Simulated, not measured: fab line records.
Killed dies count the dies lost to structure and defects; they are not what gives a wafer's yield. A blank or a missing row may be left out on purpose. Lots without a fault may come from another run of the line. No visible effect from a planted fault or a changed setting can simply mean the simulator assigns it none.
fab line records	flow n5-finfet
record lots=4	wafers=12	last-day=16
route steps=1938 shown DUMMY_GATE@248 SPACER0@258 SD_EPI_N@262 BEOL_M4@1111 PASSIVATION@1936
lots that met no fault: from a run of the same line without faults
start-h: start of the lot's first displayed wafer, in hours after the record's first day	wait-h: hours since the lot's step before	" same as the row above	L1.1+2: several wafers, shown together as one row	- no value present, or no start provided	* or withheld: withheld	< > ~ a bound
route shown NAME@n: names a module that has steps shown in the file, with the first one's number in the route	usual: average and standard deviation across the fault-free wafers	same: alike in all rows	chamber/n: place in a boat	sites: the reading at each site	_std_site: how widely they spread, as a standard deviation	_edge_site: mean of outer sites minus mean of inner sites	radius-mm: for every site, how far away it sits from the centre of the wafer	mask NAME#n: copy n	behind: the most recent tool/chamber to have shaped the wafer	hold: the reason the lot was held/the length of the hold in hours/how it ended	device: whichever transistor did not switch (one of n, p or np)	end of line: the route-end tests of the same wafers	a step without rows: its recipe alone	killed: count of dies lost to structure and defects at first sort (not the wafer's yield)	map: shows each die of a wafer: x if killed, . if not, _ if none is there
set.NAME: the setting that was run; set.NAME@STEP: the one run at that earlier step	model.NAME: the simulator's own value behind a step, which no gauge read
lots at some steps of the route; a table a step, a row a wafer
services: from which hour (start-h, from the record's first day; less than 0 if before it) a tool's chamber was out of use, for how many hours, and why
## steps
# step N5_DUMMY_GATE_ETCH_44
# recipe chemistry=HBr/O2	over-etch-frac=0.7	target-depth-a=1275	stop-on=SiO2	ion-energy-ev=60	bias-w=20	target=poly-Si	mask-material=SiO2	pressure-mtorr=20	icp-w=400	HBr_flow_sccm=120	O2_flow_sccm=10
# step N5_DUMMY_GATE_ETCH_42
# recipe chemistry=CHF3/O2	target=SiO2	target-depth-a=35	time-s=31	ion-energy-ev=30	bias-w=12	pressure-mtorr=30	source-w=600	Ar_flow_sccm=200	CHF3_flow_sccm=50	O2_flow_sccm=5
# step N5_DUMMY_GATE_STRIP_48
# recipe chemistry=N2/H2	time-s=20	power-w=100	temp-c=40	pressure-mtorr=100	rf-frequency-hz=6e+07	bias-power-w=3	n2-flow-sccm=300	h2-flow-sccm=300
# step N5_DUMMY_GATE_PRECLEAN_33
# recipe chemistry=dHF	time-s=10	dilution=750:1	temp-c=25
# step N5_DUMMY_GATE_PRECLEAN_25
# recipe chemistry=O3/DIW	time-s=45	temp-c=22	o3-ppm=10
# step N5_DUMMY_GATE_PRECLEAN_51
# recipe chemistry=SC2	time-s=45	temp-c=35	mix=1:1:50
# step N5_DUMMY_GATE_SRD_26
# recipe dry=ipa-marangoni	time-s=30	temp-c=23	rinse-liquid=diw
# step N5_DUMMY_GATE_UV_OZONE_45
# recipe time-s=120	pressure-torr=760	temp-c=25
# step N5_SPACER0_ALD_07
# recipe material=SiNx	target-thk-a=20	temp-c=400	ald-precursor-family=SiH2I2	ald-co-reactant=N2/H2-plasma	pressure-torr=2
# step N5_SPACER0_ALD_00
# recipe material=SiOCN	target-thk-a=35	temp-c=400	ald-precursor-family=alkyl-aminosilane	ald-co-reactant=O2/N2-plasma	pulse-time-s=3	purge-time-s=2	co-reactant-purge-time-s=2	ald-cycles=58	pressure-torr=2
# step N5_SPACER0_ALD_08
# recipe material=SiNx	target-thk-a=20	temp-c=400	ald-precursor-family=SiH2I2	ald-co-reactant=N2/H2-plasma	pressure-torr=2
# usual heater-power-w=857/72
lot.wafer	tool	chamber	start-h	wait-h	heater-power-w	model.SiNx_of_SPACER0_ALD_08.thk-nm
L444.3	ald-sin-01	2	113.37	0.1	907	2
L444.5	"	0	"	"	856	2
L444.6	"	1	"	"	836	2
L448.1	ald-sin-03	2	136.10	0.1	779	2
L448.2	"	1	"	"	706	2
L448.4	"	3	"	"	823	2
L450.1	ald-sin-03	0	147.05	0.1	903	2
L450.2	"	2	"	"	825	3.2
L450.4	"	3	"	"	827	3.2
L452.2	ald-sin-03	1	159.30	0.1	700	3.2
L452.4	"	2	"	"	783	3.2
L452.5	"	0	"	"	911	2
# step N5_SD_EPI_N_COAT_32
# recipe resist=SOC	temp-c=250	time-s=60	spin-rpm=1500	resist-thk-nm=350
# step N5_SD_EPI_N_COAT_33
# recipe resist=SiARC	temp-c=220	time-s=60	spin-rpm=1500	resist-thk-nm=35
# step N5_SD_EPI_N_COAT_03
# recipe resist=CAR-ArF-block	spin-rpm=1500	resist-thk-nm=150
# step N5_SD_EPI_N_EBR_05
# recipe solvent=PGMEA	ebr-width-mm=1.5
# step N5_SD_EPI_N_SOFTBAKE_04
# recipe temp-c=110	time-s=60	resist=CAR-ArF-block
# step N5_SD_EPI_N_EXPOSE_06
# recipe mask-id=SD_N_BLK	na=1.35	source-shape=conventional	sigma-outer=0.8	polarization=unpolarized	target-cd-nm=120	dose-mj=39.75
# step N5_SD_EPI_N_PEB_07
# recipe peb-temp-c=110	peb-time-s=60	resist=CAR-ArF-block
# step N5_SD_EPI_N_DEVELOP_08
# recipe develop-time-s=30	developer=TMAH	resist=CAR-ArF-block	dev-temp-c=23	rinse-liquid=diw	dry=air-spin
# step N5_SD_EPI_N_DESCUM_14
# recipe chemistry=O2	time-s=7.9	source-power-w=50	bias-power-w=20	pressure-mtorr=20	rf-frequency-hz=2.712e+07	temp-c=40	resist=CAR-ArF-block	o2-flow-sccm=225
# step N5_SD_EPI_N_ETCH_34
# recipe chemistry=CF4	target=SiARC	target-depth-a=455	mask-material=CAR-ArF-block	time-s=75.8	ion-energy-ev=80	pressure-mtorr=40	source-w=545	bias-w=36	Ar_flow_sccm=100	cf4-flow-sccm=100	ends=cleared
# step N5_SD_EPI_N_ETCH_35
# recipe chemistry=N2/H2	target=SOC	overetch-a=1080	mask-material=SiARC	temp-c=40	ion-energy-ev=100	source-w=3000	bias-w=133	pressure-mtorr=20	time-s=486	n2-flow-sccm=200	h2-flow-sccm=200
# step N5_SD_EPI_N_STRIP_36
# recipe chemistry=N2/H2	temp-c=40	n2-flow-sccm=200	h2-flow-sccm=200	rf-frequency-hz=6e+07
# step N5_SD_EPI_N_ETCHBACK_44
# recipe chemistry=CH3F/O2	mode=anisotropic-etchback	target=SiNx	target-depth-a=145	stop-on=SiO2	over-etch-frac=0.3	ion-energy-ev=120	pressure-mtorr=30	source-w=395	bias-w=73	Ar_flow_sccm=150	CH3F_flow_sccm=30	O2_flow_sccm=20
# step N5_SD_EPI_N_ETCH_45
# recipe chemistry=CH3F/O2	target=SiOCN	target-depth-a=60	mask-material=SOC	ion-energy-ev=60	bias-w=29	pressure-mtorr=15	source-w=410	Ar_flow_sccm=150	CH3F_flow_sccm=30	O2_flow_sccm=20
# step N5_SD_EPI_N_ETCH_16
# recipe chemistry=CHF3/O2	target=SiO2	target-depth-a=50	mask-material=SOC	pressure-mtorr=30	source-w=650	bias-w=170	Ar_flow_sccm=200	CHF3_flow_sccm=50	O2_flow_sccm=5	ion-energy-ev=200
# step N5_SD_EPI_N_STRIP_47
# recipe chemistry=CHF3/O2	resist=SiARC	rf-frequency-hz=6e+07
# step N5_SD_EPI_N_SD_RECESS_17
# recipe chemistry=HBr/Cl2/O2	target-depth-a=410	mask-material=SOC	time-s=23.7	bt-time-s=3	pressure-mtorr=10	icp-w=800	bias-w=112	HBr_flow_sccm=150	Cl2_flow_sccm=80	O2_flow_sccm=12
# step N5_SD_EPI_N_STRIP_38
# recipe chemistry=N2/H2	power-w=1000	temp-c=250	h2-frac=0.65	overash-fraction=0.3	pressure-mtorr=withheld	n2-flow-sccm=1750	h2-flow-sccm=3250
# step N5_SD_EPI_N_WET_ETCH_43
# recipe chemistry=dHF	dilution=withheld	time-s=14	target=SiO2	target-depth-a=15	temp-c=25
lot.wafer	tool	chamber	start-h	wait-h	model.SiNx_of_SPACER0_ALD_08.thk-nm
L444.3+5+6	wet-bench-02	3,4,1	114.88	-	1.6
L448.1+2+4	wet-bench-01	0,4,5	137.64	-	1.6
L450.1	wet-bench-02	2	148.44	-	1.6
L450.2+4	"	1,7	"	"	2.8
L452.2	wet-bench-01	5	160.82	-	2.8
L452.4	"	2	"	"	2.6
L452.5	"	3	"	"	1.4
# step N5_SD_EPI_N_STRIP_18
# recipe chemistry=SPM	time-s=750	temp-c=130	h2so4-h2o2-vol-ratio=4
# step N5_SD_EPI_N_SRD_20
# recipe dry=ipa-marangoni	do-ppb=5	time-s=30	temp-c=23	rinse-liquid=diw
# step N5_SD_EPI_N_PRECLEAN_48
# recipe chemistry=NF3:NH3	afs-cycles=2	temp-c=30	time-s=20	sublimation-temp-c=180	sublimation-time-s=60	pressure-torr=3	rf-power-w=30
# step N5_SD_EPI_N_VAPOR_ETCH_50
# recipe chemistry=HCl	target=Si	temp-c=775	time-s=54	pressure-torr=20	mode=isotropic
# step N5_SD_EPI_N_EPI_21
# recipe material=Si:P	dopant=P	temp-c=680	pressure-torr=255	time-s=690
# step N5_BEOL_M4_RC_MEAS_101
# usual DIBL_N=36.1/1.5	DIBL_P=36.1/1.9	IOFF_N=0.159/0.029	IOFF_P=0.21/0.038	ION_N=675/11	ION_P=464/8.1	REXT_N=75.2/1.7	REXT_P=100.9/2.3	SS_N=71.5/0.57	SS_P=73.3/0.64	VT_N=249/3.1	VT_P=-250/3.8	VT_P_LVT=-99/3.3
lot.wafer	tool	chamber	start-h	wait-h	DIBL_N[mV/V]	DIBL_P[mV/V]	IOFF_N[nA/um]	IOFF_P[nA/um]	ION_N[uA/um]	ION_P[uA/um]	REXT_N[ohm.um]	REXT_P[ohm.um]	SS_N[mV/dec]	SS_P[mV/dec]	VT_N[mV]	VT_P[mV]	VT_P_LVT[mV]
L444.3	prober-01	0	221.56	0.3	33.0	32.5	0.120	0.17	654	455	76.7	102.9	70.6	72.0	255	-251	-100
L444.5	"	0	"	"	33.5	33.2	0.127	0.17	669	459	76.6	105.0	71.7	72.1	253	-252	-102
L444.6	"	0	"	"	35.3	36.2	0.160	0.22	673	468	76.8	103.2	71.2	73.7	249	-247	-98
L448.1	prober-02	0	249.11	0.3	34.2	33.0	0.137	0.16	675	455	76.5	101.5	70.6	73.3	249	-255	-102
L448.2	"	0	"	"	38.1	37.4	0.207	0.22	685	458	76.0	102.5	71.4	73.5	244	-252	-100
L448.4	"	0	"	"	34.7	33.6	0.149	0.17	678	456	76.0	100.8	70.5	73.0	248	-256	-102
L450.1	prober-01	0	266.33	0.0	34.7	34.6	0.135	0.19	668	461	72.5	100.9	70.5	72.9	250	-252	-100
L450.2	"	0	"	"	32.1	33.9	0.107	0.15	633	438	87.6	118.6	70.8	72.9	255	-257	-108
L450.4	"	0	"	"	29.1	29.6	0.072	0.11	613	424	87.0	119.6	69.8	72.1	263	-262	-111
L452.2	prober-01	0	274.21	0.2	29.6	32.5	0.088	0.12	633	433	88.9	117.4	70.5	72.4	258	-259	-107
L452.4	"	0	"	"	32.3	36.4	0.126	0.17	650	446	89.0	116.6	71.7	73.5	254	-257	-103
L452.5	"	0	"	"	35.5	37.2	0.162	0.22	684	468	73.5	98.1	71.3	72.6	248	-247	-96
# step N5_PASSIVATION_PROBE_49
# usual defect-limited-yield=91.5/1.6	killed_at_M0_to_M3=33/10	killed_at_M4_up=13/5.6	killed-at-contacts=13/6	killed-at-front-end=39/12	killed-at-other=3.0/2.8	killed-dies=101/19	killed-open=65/13	killed-short=32/8.3	sort_bin_5_function=5.0/1	sort_bin_6_memory=3.1/0.69	sort_bin_8_speed=0/0	sort-n-pass=1079/19	sort-yield-pct=91.5/1.6
# same gross-dies=1180	killed-at-back-side=0	sort_bin_4_leakage[%]=0
lot.wafer	tool	chamber	start-h	wait-h	defect-limited-yield[%]	killed_at_M0_to_M3	killed_at_M4_up	killed-at-contacts	killed-at-front-end	killed-at-other	killed-dies	killed-open	killed-short	sort_bin_5_function[%]	sort_bin_6_memory[%]	sort_bin_8_speed[%]	sort-n-pass	sort-yield-pct[%]
L444.3	prober-01	-	327.29	0.1	91.5	22	17	10	51	0	100	57	32	5.0	2.5	0	1080	91.5
L444.5	prober-01	-	327.39	0.2	92.1	26	8	10	47	2	93	60	31	4.7	2.8	0	1087	92.1
L444.6	prober-01	-	327.44	0.3	90.2	26	16	14	59	1	116	71	41	5.2	4.1	0	1064	90.2
L448.1	prober-01	-	355.45	0.0	92.5	31	5	17	34	1	88	64	23	4.4	3.0	0	1092	92.5
L448.2	prober-01	-	355.50	0.1	92.7	16	10	15	42	3	86	56	29	4.3	2.7	0	1094	92.7
L448.4	prober-01	-	355.60	0.2	92.7	30	15	21	17	3	86	59	27	4.7	2.3	0	1094	92.7
L450.1	prober-02	-	363.83	0.0	89.9	16	17	14	71	1	119	75	42	5.4	4.2	0	1061	89.9
L450.2	prober-02	-	363.88	0.1	89.9	47	13	19	39	1	119	67	39	5.1	3.8	5.51	996	84.4
L450.4	prober-02	-	363.98	0.2	89.6	40	14	23	45	1	123	74	42	5.8	3.7	81.19	99	8.4
L452.2	prober-01	-	376.94	0.1	94.9	26	16	7	11	0	60	44	15	2.8	2.2	35.59	700	59.3
L452.4	prober-01	-	377.04	0.2	94.6	12	11	10	30	1	64	35	24	2.6	2.1	0.08	1115	94.5
L452.5	prober-01	-	377.09	0.2	93.6	38	9	7	21	0	75	47	25	3.9	2.2	0	1105	93.6
# killed by level:class
L444.3 DUMMY_GATE:geometric-particle:open=12 HKMG_FIN:area-etch=8 STI_FIN_REVEAL:geometric-particle:open=7 FIN_SAQP:geometric-particle:short=6 MOL_CONTACT_COAG:geometric-particle:open=6 BEOL_M0_SAQP:geometric-particle:short=6 BEOL_M1:geometric-particle:open=6 GATE_CUT:geometric-particle:short=5
L444.5 STI_FIN_REVEAL:geometric-particle:open=16 FIN_SAQP:geometric-particle:open=10 FIN_SAQP:geometric-particle:short=6 MOL_CONTACT_COAG:geometric-particle:open=6 BEOL_M3:geometric-particle:open=6 BEOL_M0_SAQP:geometric-particle:short=5 STI_FIN_REVEAL:geometric-particle:short=4 STARTING-WAFER:geometric-particle:short=4
L444.6 STI_FIN_REVEAL:geometric-particle:open=18 FIN_SAQP:geometric-particle:short=13 MOL_CONTACT_COAG:geometric-particle:open=11 DUMMY_GATE:geometric-particle:open=7 BEOL_M0_SAQP:geometric-particle:short=7 FIN_SAQP:geometric-particle:open=5 STI_FIN_REVEAL:geometric-particle:short=5 BEOL_M2:geometric-particle:open=5
L448.1 MOL_CONTACT_COAG:geometric-particle:open=14 FIN_SAQP:geometric-particle:open=10 FIN_SAQP:geometric-particle:short=8 BEOL_M1:geometric-particle:open=8 BEOL_M3:geometric-particle:open=7 BEOL_M0_SAQP:geometric-particle:open=6 BEOL_M2:geometric-particle:open=5 DUMMY_GATE:geometric-particle:open=3
L448.2 MOL_CONTACT_COAG:geometric-particle:open=11 FIN_SAQP:geometric-particle:open=10 GATE_CUT:geometric-particle:short=6 FIN_SAQP:geometric-particle:short=5 BEOL_M4:geometric-particle:open=5 GATE_CUT:geometric-particle:open=4 MOL_CONTACT_COAG:geometric-particle:short=4 BEOL_M3:geometric-particle:open=4
L448.4 MOL_CONTACT_COAG:geometric-particle:open=17 BEOL_M3:geometric-particle:open=10 BEOL_M0_SAQP:geometric-particle:open=5 BEOL_M4:geometric-particle:open=5 MOL_CONTACT_COAG:geometric-particle:short=4 DUMMY_GATE:geometric-particle:open=3 BEOL_M0_SAQP:geometric-particle:short=3 BEOL_M1:geometric-particle:open=3
L450.1 FIN_SAQP:geometric-particle:open=13 STI_FIN_REVEAL:geometric-particle:open=11 GATE_CUT:geometric-particle:short=10 MOL_CONTACT_COAG:geometric-particle:open=10 DUMMY_GATE:geometric-particle:open=9 FIN_SAQP:geometric-particle:short=6 GATE_CUT:geometric-particle:open=5 BEOL_M8:geometric-particle:open=4
L450.2 BEOL_M2:geometric-particle:open=15 MOL_CONTACT_COAG:geometric-particle:open=13 HKMG_FIN:area-etch=11 BEOL_M1:geometric-particle:short=7 BEOL_M0_SAQP:geometric-particle:open=6 STI_FIN_REVEAL:geometric-particle:open=5 MOL_CONTACT_COAG:geometric-particle:short=5 STARTING-WAFER:geometric-particle:short=5
L450.4 MOL_CONTACT_COAG:geometric-particle:open=16 BEOL_M0_SAQP:geometric-particle:short=14 BEOL_M2:geometric-particle:open=10 STI_FIN_REVEAL:geometric-particle:open=7 BEOL_M0_SAQP:geometric-particle:open=7 FIN_SAQP:geometric-particle:short=6 MOL_CONTACT_COAG:geometric-particle:short=6 STARTING-WAFER:geometric-particle:open=6
L452.2 BEOL_M2:geometric-particle:open=9 MOL_CONTACT_COAG:geometric-particle:open=6 BEOL_M3:geometric-particle:open=6 BEOL_M4:geometric-particle:open=6 FIN_SAQP:geometric-particle:short=3 BEOL_M0_SAQP:geometric-particle:open=3 DUMMY_GATE:geometric-particle:open=2 GATE_CUT:geometric-particle:short=2
L452.4 MOL_CONTACT_COAG:geometric-particle:open=7 FIN_SAQP:geometric-particle:short=5 DUMMY_GATE:geometric-particle:open=4 GATE_CUT:geometric-particle:short=4 STARTING-WAFER:geometric-particle:open=4 FIN_SAQP:geometric-particle:open=3 STI_FIN_REVEAL:geometric-particle:open=3 MOL_CONTACT_COAG:geometric-particle:short=3
L452.5 BEOL_M3:geometric-particle:open=9 BEOL_M0_SAQP:geometric-particle:short=8 BEOL_M2:geometric-particle:open=7 MOL_CONTACT_COAG:geometric-particle:open=6 BEOL_M0_SAQP:geometric-particle:open=6 FIN_SAQP:geometric-particle:short=5 STI_FIN_REVEAL:geometric-particle:open=3 ILD0:geometric-particle:short=3
# map L450.4 (x killed, . not)
_________________............________________
______________..........x.x....x_____________
___________.x....x............x.x.x__________
__________........x....x..x........._________
________...........x........x........._______
_______...............x..x...xx........______
______.......................x..x......._____
_____.x................................x.____
____...................x.......xx........x___
___....x..........................x..x.x...__
___.................................x.x...x__
__.............................x...x..xx...._
__.....x............x......x...........x...._
_.....xx.x...........x..x..x..............x..
_.....x......x.........x.....................
_......xx...x..x...x..x......................
_..........................x..............x..
_...x..x.......x....x.......x.......x......x.
_.x.......xx.......x................x........
_x....x...x..............x.....x....x........
_..........................x.....x.x....x....
__..............x.......xx.....x....x....x.x_
__................xx..................xx...._
___x..x..x...............x.....x...........__
___...............x....x.........x..x......__
____....xx...........................xx.x.___
_____.......x............................____
______...xxx........x...........x......._____
_______...........................x..x.______
________....x.......x...x.........x..x_______
__________.............x............_________
___________..........x.....x.......__________
______________.................._____________
_________________..x....x....________________
# map L452.5 (x killed, . not)
_________________.........x..________________
______________.................._____________
___________x......................x__________
__________.........................._________
________...........................xx._______
_______...x.....x......................______
______....x...............x............._____
_____...............x...........x.....x..____
____......................................___
___......x...x.............................__
___.............x.....x.........x..........__
__...........x...............x.x......x....._
__.........x...............x................_
_...........x..............x.x..........x....
_x...........x.......x.x...........x.........
_......x.....x............x........x.........
_..............x............x................
_............................................
_................x...........................
_...........................x.........x......
_...x................x........x...x..........
__......x..........x....x.....x...xx...x...._
__...........x......x...x..................._
___................x.....................x.__
___.....x.x................................__
____...x......x...................x.......___
_____.x........x....x..x.............x...____
______x...xx............x..........x...._____
_______.......x...............x........______
________.............................._______
__________.........................._________
___________........................__________
______________.................._____________
_________________..x.........________________
## services
tool	chamber	start-h	hours	kind
ald-sin-01	0	99.40	-	clean
ald-sin-01	1	99.40	-	clean
ald-sin-01	2	99.40	-	clean
ald-sin-01	3	99.40	-	clean
ald-sin-01	-	122.19	14.6	pm
## key
first-sign step=N5_BEOL_M4_RC_MEAS_101	reading=REXT_N	direction=up	sigmas=7.7	usual=75.2	struck=88.1
effect step=N5_BEOL_M4_RC_MEAS_101	reading=REXT_P	direction=up	sigmas=7.3	usual=100.9	struck=118.1
effect step=N5_BEOL_M4_RC_MEAS_101	reading=ION_N	direction=down	sigmas=4	usual=675	struck=632
effect step=N5_BEOL_M4_RC_MEAS_101	reading=ION_P	direction=down	sigmas=3.6	usual=464	struck=435
effect step=N5_BEOL_M4_RC_MEAS_101	reading=DIBL_N	direction=down	sigmas=3.4	usual=36.1	struck=30.8
effect step=N5_BEOL_M4_RC_MEAS_101	reading=VT_P_LVT	direction=down	sigmas=2.6	usual=-99	struck=-107
effect step=N5_BEOL_M4_RC_MEAS_101	reading=VT_N	direction=up	sigmas=2.6	usual=249	struck=257
effect step=N5_BEOL_M4_RC_MEAS_101	reading=VT_P	direction=down	sigmas=2.5	usual=-250	struck=-259
effect step=N5_BEOL_M4_RC_MEAS_101	reading=IOFF_N	direction=down	sigmas=2.1	usual=0.159	struck=0.098	wafers-moved=3
effect step=N5_BEOL_M4_RC_MEAS_101	reading=IOFF_P	direction=down	sigmas=2	usual=0.21	struck=0.14
effect step=N5_PASSIVATION_PROBE_49	reading=sort_bin_8_speed	direction=up	sigmas=99+	usual=0	struck=30.59	wafers-moved=3
model-effect step=N5_SPACER0_ALD_08	value=SiNx_of_SPACER0_ALD_08.thk-nm	without=2	struck=3.2
model-effect step=N5_SD_EPI_N_WET_ETCH_43	value=SiNx_of_SPACER0_ALD_08.thk-nm	without=1.6	struck=2.75
met-at N5_SPACER0_ALD_08
struck-wafers L450.2,L450.4,L452.2,L452.4
baseline-loss step=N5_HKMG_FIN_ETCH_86	wafers=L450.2
onset-between 136.10 147.05
fault kind=process-parameter-drift	tool=ald-sin-03	chamber=-	onset-h=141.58	steps=N5_SPACER0_ALD_08	channel=target-thk-a	offset=*	shape=step	end-h=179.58	scope=struck-wafers-only	acts-in=*	stated=*
# baseline-loss: these wafers lose ten dies or more at that step, a loss of the line's own and not of a fault; the sort's usual values leave them out
